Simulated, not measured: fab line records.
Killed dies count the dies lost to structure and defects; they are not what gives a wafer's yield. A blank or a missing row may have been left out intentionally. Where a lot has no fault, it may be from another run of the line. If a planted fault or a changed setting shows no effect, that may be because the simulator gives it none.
What tool caused it?    flow n5_finfet    11 lots, 30 wafers sampled, at 1 step of a route of 1938

## WHAT THE GAUGES SHOWED, per wafer
N5_BEOL_M13_THK_MEAS_50: measures by xrf.
lot   measured      on             M13_THK (nm)
L991  day 11 06:36  film_metro-01  438 428 420
L990  day 11 19:14  film_metro-01  415 423
L993  day 12 04:46  film_metro-01  415 407 413
L996  day 13 04:26  film_metro-01  417 429
L997  day 13 07:29  film_metro-01  423 435
L101  day 14 06:33  film_metro-02  413 406 426
L108  day 16 04:59  film_metro-02  402 396 414
L110  day 16 11:33  film_metro-02  405 412 410
L109  day 16 16:39  film_metro-02  406 396 404
L112  day 17 07:08  film_metro-01  430 440 434
L111  day 17 11:19  film_metro-01  419 422 408

## TOOL THAT RAN EACH LOT (tool first, then ch and the chambers of the sampled wafers, then the start)
Before these readings, the record contains no process step.

## THE ANSWER, worked out from the rows above alone
Rule: usual is defined by the lots themselves. The widest of any qualifying gaps counts: lots, ordered by their means at a reading, are off when they make up no more than a third of the lots, leave a main group of 4 or more, and stand apart from it by 3 or more times the standard deviation of that group's means. The tables above print the reading to a certain number of digits; a main group whose means all agree to those digits is not used. Also off: a lot with no number at a reading for which 4 or more lots have one. Where the step has rows for the other lots, those lots are counted as sound.
No lot is off on any of the readings shown, so nothing can be concluded from this.

## WHAT WAS PUT IN BY THE SIMULATOR
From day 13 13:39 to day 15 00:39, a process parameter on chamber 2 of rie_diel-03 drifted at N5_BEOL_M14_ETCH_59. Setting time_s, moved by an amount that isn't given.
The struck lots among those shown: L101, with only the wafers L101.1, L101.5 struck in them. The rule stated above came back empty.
